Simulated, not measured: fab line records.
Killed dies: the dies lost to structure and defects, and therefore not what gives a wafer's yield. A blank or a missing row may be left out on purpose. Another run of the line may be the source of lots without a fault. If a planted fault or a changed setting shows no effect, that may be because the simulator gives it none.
Split-lot trial	flow n5Finfet	route with 1938 steps; 7 lots, 21 wafers read

== THE SPLIT ITSELF ==
At N5_PASSIVATION_EXPOSE_27 (exposes mask PAD, defocus 0 nm), the setting doseMj was moved away from the recipe's 32.3 on 7 of the 21 wafers read, by -6.6% to +7.4%. The other wafers ran this setting at the recipe's value.

== FROM THE SPLIT TO THE READING: what the file shows between them, 3 steps ==
- N5_PASSIVATION_PEB_28 (also split here: pebTimeS)
- N5_PASSIVATION_DEVELOP_29: develop time 60 s
- N5_PASSIVATION_HARDBAKE_31: time 120 s

== THE READING ==
Shown in nm: cdNm at N5_PASSIVATION_CD_MEAS_30, with target cd 4000 nm. Typical for fault-free wafers on this fab line: 4000.2 nm, with standard deviation 1.5 nm.

wafer	tool, chamber at the split	doseMj as run	against the recipe	cdNm, nm	against lot-mates on the recipe
L074.1	krfScanner-02, 0	32.3	recipe	4001.0	-
L074.2	krfScanner-02, 0	32.3	recipe	4000.1	-
L074.4	krfScanner-02, 0	34.69	+7.4%	4014.8	+14.2
L076.4	krfScanner-02, 0	32.3	recipe	4001.7	-
L076.5	krfScanner-02, 0	32.3	recipe	4002.1	-
L076.6	krfScanner-02, 0	32.3	recipe	4005.4	-
L078.2	krfScanner-02, 0	30.4	-5.9%	3989.0	-12.1
L078.4	krfScanner-02, 0	32.3	recipe	4001.6	-
L078.6	krfScanner-02, 0	32.3	recipe	4000.6	-
L084.2	krfScanner-01, 0	32.3	recipe	4000.8	-
L084.5	krfScanner-01, 0	32.3	recipe	4000.9	-
L084.6	krfScanner-01, 0	32.3	recipe	3999.8	-
L090.1	krfScanner-02, 0	32.3	recipe	4000.2	-
L090.3	krfScanner-02, 0	32.3	recipe	3992.3	-
L090.6	krfScanner-02, 0	32.3	recipe	4000.0	-
L087.1	krfScanner-02, 0	30.18	-6.6%	3984.9	no lot-mate on the recipe
L087.5	krfScanner-02, 0	30.18	-6.6%	3989.5	no lot-mate on the recipe
L087.6	krfScanner-02, 0	30.18	-6.6%	3984.8	no lot-mate on the recipe
L095.2	krfScanner-01, 0	32.91	+1.9%	4002.1	+0.3
L095.4	krfScanner-01, 0	32.3	recipe	4001.8	-
L095.6	krfScanner-01, 0	32.91	+1.9%	4004.8	+3.0

FIT RESULTS
A straight line over all 21 wafers: cdNm changes by +2.04 nm for each +1% of doseMj; r = +0.94; the points scatter about the line by 2.5 nm.
The same after taking each lot's own level away (the mean of its wafers on the recipe; 18 wafers): +1.91 nm for each +1%; r = +0.92; scatter 2 nm.
That fit puts the effect of the largest move of doseMj on the reading at 14 nm.
The span of the lots' own levels, 3997.50 to 4003.07 nm, comes to 3.7 times the standard deviation stated above.
The two slopes are in agreement: the lot-to-lot level therefore moves the slope only a little.
Check: with one of the wafers moved furthest among these (+7.4%) left out of the fit, the line predicts +13.3 nm for it against its lot-mates. Against them it came out at +14.2 nm.

== ADDITIONAL SPLITS CARRIED BY THESE WAFERS ==
Before the reading, these wafers also passed through other splits. Each is held against what the fit with the lots' levels taken away leaves over:
other split on the same wafers	wafers away from the commonest value	r with cdNm (lot level and that fit taken away)
N5_BEOL_M13_DEP_53 timeS	6	-0.29
N5_BEOL_M14_EXPOSE_07 doseMj	5	-0.12
N5_BEOL_M15_ILD_DEP_00 timeS	7	+0.14
N5_BEOL_M15_EXPOSE_07 doseMj	5	-0.02
N5_PASSIVATION_PEB_28 pebTimeS	as run: not given for these wafers	-

== FILE'S OWN FIT ==
cdNm changes by +1.93 nm for each +1% of doseMj, r = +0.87.
